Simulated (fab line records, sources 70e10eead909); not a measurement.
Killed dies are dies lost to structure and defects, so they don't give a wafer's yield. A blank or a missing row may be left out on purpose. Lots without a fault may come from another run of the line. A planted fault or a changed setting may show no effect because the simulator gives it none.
Chamber matching | flow nand_harc | NHARC_A_DECK1_JOINT_CMP_13 on cmp-03: 4 sister chambers
The step polishes, target thk 51.023 nm. 24 wafers are shown with their chamber, then 12 later ones without.

WAFERS WITH THEIR CHAMBER
wafer  | chamber | motor_current_A (A) | time_to_endpoint_s (s)
L076.1 | 1       | 13.6                | 11.9
L076.2 | 0       | 12.4                | 12.4
L076.6 | 1       | 13.4                | 10.2
L080.2 | 1       | 12.7                | 10.3
L080.3 | 3       | 13.1                | 11.6
L080.5 | 3       | 12.6                | 11.8
L082.2 | 2       | 11.1                | 9.8
L082.3 | 1       | 13.0                | 9.8
L082.4 | 0       | 12.2                | 10.9
L083.2 | 2       | 11.3                | 11.6
L083.5 | 3       | 12.5                | 10.5
L083.6 | 0       | 11.5                | 8.3
L084.1 | 0       | 11.9                | 12.7
L084.2 | 3       | 12.9                | 12.8
L084.4 | 2       | 10.5                | 13.7
L085.1 | 3       | 12.6                | 12.7
L085.3 | 0       | 11.3                | 11.9
L085.6 | 0       | 12.2                | 11.3
L086.1 | 3       | 12.9                | 9.7
L086.5 | 0       | 11.9                | 12.1
L086.6 | 1       | 13.5                | 10.0
L091.1 | 1       | 12.8                | 10.3
L091.2 | 2       | 10.9                | 11.7
L091.3 | 3       | 12.4                | 13.4

SIGNATURES (means of the wafers above)
reading            | chamber 0 | chamber 1 | chamber 2 | chamber 3 | scatter within a chamber
motor_current_A    | 11.914    | 13.167    | 10.950    | 12.714    | 0.348
time_to_endpoint_s | 11.371    | 10.417    | 11.700    | 11.786    | 1.31
Rule: a wafer's distance from a chamber is the root of the sum, over the readings, of the square of ((its reading less the chamber's mean) divided by the reading's scatter). The wafer belongs to the nearest chamber; if the next one is less than 2 further off, it can't be placed. The scatter: the root of (the sum of the squares of (reading less its chamber's mean) over the shown wafers, divided by (wafers less chambers)).

WAFERS WITHOUT THEIR CHAMBER
wafer  | motor_current_A (A) | time_to_endpoint_s (s)
L093.1 | 12.8                | 12.0
L093.3 | 10.6                | 11.2
L093.4 | 12.2                | 12.1
L095.1 | 13.0                | 8.3
L095.2 | 12.5                | 9.4
L095.3 | 12.1                | 9.5
L095.4 | 11.3                | 6.9
L095.5 | 10.2                | 10.8
L095.6 | 13.7                | 10.2
L097.2 | 11.1                | 11.2
L097.3 | 11.4                | 11.3
L097.5 | 10.5                | 10.6

WHICH CHAMBER EACH WENT THROUGH
wafer  | from the rows above          | in truth
L093.1 | can't be placed: 3 or 1      | 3
L093.3 | 2                            | 2
L093.4 | can't be placed: 0 or 3      | 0
L095.1 | can't be placed: 1 or 3      | 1
L095.2 | can't be placed: 3 or 1 or 0 | 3
L095.3 | can't be placed: 0 or 3 or 1 | 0
L095.4 | can't be placed: 2 or 0 or 3 | 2
L095.5 | 2                            | 2
L095.6 | can't be placed: 1 or 3      | 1
L097.2 | can't be placed: 2 or 0      | 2
L097.3 | can't be placed: 2 or 0      | 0
L097.5 | 2                            | 2
Placed correctly: 3 of 12. Can't be placed from these rows: 9 (the true chamber is among the candidates in 9). Placed wrongly: 0.
